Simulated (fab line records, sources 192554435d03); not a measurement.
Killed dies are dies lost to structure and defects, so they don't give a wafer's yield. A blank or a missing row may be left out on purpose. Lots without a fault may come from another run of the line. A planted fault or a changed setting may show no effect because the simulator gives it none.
Split-lot experiment | flow n5_finfet | 7 lots, 21 wafers read, on a route of 1938 steps

THE SPLIT
At N5_BEOL_M0_CUTY_DESCUM_61 (chemistry O2, time 7.9 s), the setting time_s was moved away from the recipe's 7.9 s on 6 of the 21 wafers read, by -21.6% to +18.6%. The other wafers ran this setting at the recipe's value.

The file shows no step between the split and the reading.

THE READING
CAR-ArF-block_of_BEOL_M0_CUTY_COAT_51.thk_nm (the simulator's own value, which no gauge read), in nm, at N5_BEOL_M0_CUTY_ETCH_62 (etches SiARC in CF4, time 58.5 s). The file gives no usual value for it. The 15 wafers here that ran the recipe average 118.8 nm, standard deviation 0.46 nm.

wafer  | tool, chamber at the split | time_s as run, s | against the recipe | CAR-ArF-block_of_BEOL_M0_CUTY_COAT_51.thk_nm, nm | against lot-mates on the recipe
L075.1 | rie_diel-06, 1             | 9.369            | +18.6%             | 118                                              | -1.3
L075.3 | rie_diel-06, 2             | 7.9              | recipe             | 119.4                                            | -
L075.6 | rie_diel-06, 0             | 7.9              | recipe             | 119.2                                            | -
L080.2 | rie_diel-05, 1             | 7.9              | recipe             | 118.6                                            | -
L080.3 | rie_diel-05, 2             | 7.9              | recipe             | 118.2                                            | -
L080.5 | rie_diel-05, 1             | 9.319            | +18.0%             | 118                                              | -0.4
L084.1 | rie_diel-05, 2             | 7.9              | recipe             | 118.6                                            | -
L084.5 | rie_diel-05, 2             | 6.192            | -21.6%             | 119.8                                            | +1.2
L084.6 | rie_diel-05, 1             | 6.192            | -21.6%             | 120                                              | +1.4
L085.3 | rie_diel-06, 0,2           | 7.9              | recipe             | 118.8                                            | -
L085.5 | rie_diel-06, 0,2           | 7.9              | recipe             | 119                                              | -
L085.6 | rie_diel-06, 3             | 7.9              | recipe             | 118.6                                            | -
L089.2 | rie_diel-05, 3             | 7.9              | recipe             | 119.4                                            | -
L089.5 | rie_diel-05, 3,1           | 7.9              | recipe             | 119.2                                            | -
L089.6 | rie_diel-05, 3,1           | 7.9              | recipe             | 119.2                                            | -
L094.1 | rie_diel-05, 1             | 6.608            | -16.4%             | 119                                              | +1.0
L094.2 | rie_diel-05, 2             | 7.9              | recipe             | 118                                              | -
L094.4 | rie_diel-05, 0             | 7.9              | recipe             | 118                                              | -
L096.1 | rie_diel-05, 2             | 7.9              | recipe             | 119                                              | -
L096.3 | rie_diel-05, 1             | 7.9              | recipe             | 118.4                                            | -
L096.6 | rie_diel-05, 2             | 9.215            | +16.6%             | 117.8                                            | -0.9
Where a row lists several chambers, the file gives one row for several wafers and doesn't say which wafer went through which chamber.

THE FIT
A straight line over all 21 wafers: CAR-ArF-block_of_BEOL_M0_CUTY_COAT_51.thk_nm changes by -0.0452 nm for each +1% of time_s; r = -0.74; the points scatter about the line by 0.43 nm.
The same after taking each lot's own level away (the mean of its wafers on the recipe; 21 wafers): -0.0553 nm for each +1%; r = -0.94; scatter 0.21 nm.
On that fit, the largest move of time_s shifts the reading by 1.2 nm.
The lots' own levels span 118.00 to 119.30 nm, that is 2.8 times the standard deviation above.
So the lot-to-lot level blurs the effect unless lot-mates are compared.
Check: with one of the wafers moved furthest among these (-21.6%) left out of the fit, the line predicts +1.23 nm for it against its lot-mates. It came out at +1.2 nm against them.

THE WHOLE CHAIN: every reading that the file lists as answering this split, in the file's order
step                      | what it does                     | reading                                                                                       | change (the file's fit)                | r (the file's)
N5_BEOL_M0_CUTY_DESCUM_61 | chemistry O2, time 7.9 s         | CAR-ArF-block_of_BEOL_M0_CUTY_COAT_51.thk_nm (the simulator's own value, which no gauge read) | -0.0506 nm for each +1% of the setting | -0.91
N5_BEOL_M0_CUTY_ETCH_62   | etches SiARC in CF4, time 58.5 s | CAR-ArF-block_of_BEOL_M0_CUTY_COAT_51.thk_nm (the simulator's own value, which no gauge read) | -0.054 nm for each +1% of the setting  | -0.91

THE FILE'S OWN FIT
CAR-ArF-block_of_BEOL_M0_CUTY_COAT_51.thk_nm changes by -0.054 nm for each +1% of time_s, r = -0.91.
